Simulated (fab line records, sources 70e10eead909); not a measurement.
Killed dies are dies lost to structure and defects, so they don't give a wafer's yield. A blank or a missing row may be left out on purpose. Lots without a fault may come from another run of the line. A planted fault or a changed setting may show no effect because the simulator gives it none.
A struck lot beside a sound one | flow nand_harc | 15 steps out of a route of 1159
Sound: wafers L103.1, L103.4, L103.6. Struck: wafer L118.2. (L118.5, L118.6 of the same lot were not struck and are left out.) The cause comes at the end.
At each step with rows: each side's tool, then ch and its chambers, then its first start. Under that, the readings that differ: sound wafers | struck wafers | difference of the means | sigmas: that difference in standard deviations of wafers without a fault.
alike: readings whose means differ by less than 2 such deviations, and words and numbers that are the same on both sides. not compared: withheld readings, readings that some wafer has no value for, bounds like >300 that may hide the same value, and numbers for which the record gives no deviation and whose values overlap.
The two part at a step that has a row with sigmas, a row that says differs or no value, or rows on one side only. Numbers that don't overlap but have no deviation are shown without sigmas and don't part them. A reading that every wafer of one side lacks parts them only if that side has two wafers or more.

first, 1 step without rows for these wafers: NHARC_A_CHANNEL_HOLE_D1_STRIP_43 (strips in O2/COS).
NHARC_A_CHANNEL_HOLE_D1_ETCH_44: etches the open film in CF4/O2, target depth 140 nm, overetch 14 nm, time 77 s.
  sound on rie_diel-07 ch 0,2,3, day 8 16:36; struck on rie_diel-07 ch 3, day 12 12:13
  alike: drypump_motor_current_A, oes_product_au, rf_vpp_V, showerhead_plenum_p_Torr, throttle_valve_pct
  not compared: rf_hours_counter_h
then, 3 steps without rows for these wafers: NHARC_A_CHANNEL_HOLE_D1_STRIP_27 (strips in O2); NHARC_A_CHANNEL_HOLE_D1_PRECLEAN_28 (cleans in SC1); NHARC_A_CHANNEL_HOLE_D1_SRD_29.
NHARC_A_CHANNEL_HOLE_D1_CD_MEAS_30:
  sound on cd_sem-03, day 8 17:23; struck on cd_sem-02, day 12 12:59
  alike: cd_nm
NHARC_A_CHANNEL_HOLE_D1_XSEM_31:
  sound on xsem-01 ch 0, day 8 17:28; struck on xsem-02 ch 0, day 12 13:05
  alike: bot_cd_nm, bow_nm, tilt_deg
NHARC_A_CHANNEL_HOLE_D1_INSPECT_40:
  sound on defect_inspect-01, day 8 17:34; struck on defect_inspect-02, day 12 13:11
  alike: raw_defect_count
then, 2 steps without rows for these wafers: NHARC_A_CHANNEL_FILL_D1_PRECLEAN_00 (cleans in SC1); NHARC_A_CHANNEL_FILL_D1_SRD_01.
NHARC_A_CHANNEL_FILL_D1_ALD_02: deposits SiO2, target thk 6 nm, pulse time 10 s, ald cycles 60.
  sound on ald_hk-03 ch 0,1, day 8 17:46; struck on ald_hk-04 ch 1, day 12 15:01
  alike: heater_power_w, precursor_pulse_height_rel
  not compared: ald_cycles, since_wet_clean_h
NHARC_A_CHANNEL_FILL_D1_ALD_03: deposits SiNx, target thk 6 nm, pulse time 60 s, ald cycles 58.
  sound on ald_sin_batch-03 ch 0; struck on ald_sin_batch-01 ch 0
  alike: precursor_pulse_height_rel
  not compared: ald_cycles
NHARC_A_CHANNEL_FILL_D1_ALD_14: deposits SiO2, target thk 2.5 nm, pulse time 10 s, ald cycles 25.
  sound on ald_hk-03 ch 2,3, day 9 02:10; struck on ald_hk-01 ch 3, day 12 21:52
  reading    | sound    | struck | difference | sigmas
  ald_cycles | 25 25 25 | 21     | -4         |
  alike: heater_power_w, precursor_pulse_height_rel
  not compared: since_wet_clean_h
NHARC_A_CHANNEL_FILL_D1_ALD_15: deposits SiNx, target thk 2 nm, pulse time 60 s, ald cycles 19.
  sound on ald_sin_batch-02 ch 0; struck on ald_sin_batch-01 ch 0
  alike: precursor_pulse_height_rel
  not compared: ald_cycles
NHARC_END_SORT_01:
  the record has rows for the sound wafers here (prober-01 ch 0, day 19 13:05) and none for the struck ones

WHERE THEY PART
Only at NHARC_END_SORT_01, within this record.

WHY: what the simulator had put in
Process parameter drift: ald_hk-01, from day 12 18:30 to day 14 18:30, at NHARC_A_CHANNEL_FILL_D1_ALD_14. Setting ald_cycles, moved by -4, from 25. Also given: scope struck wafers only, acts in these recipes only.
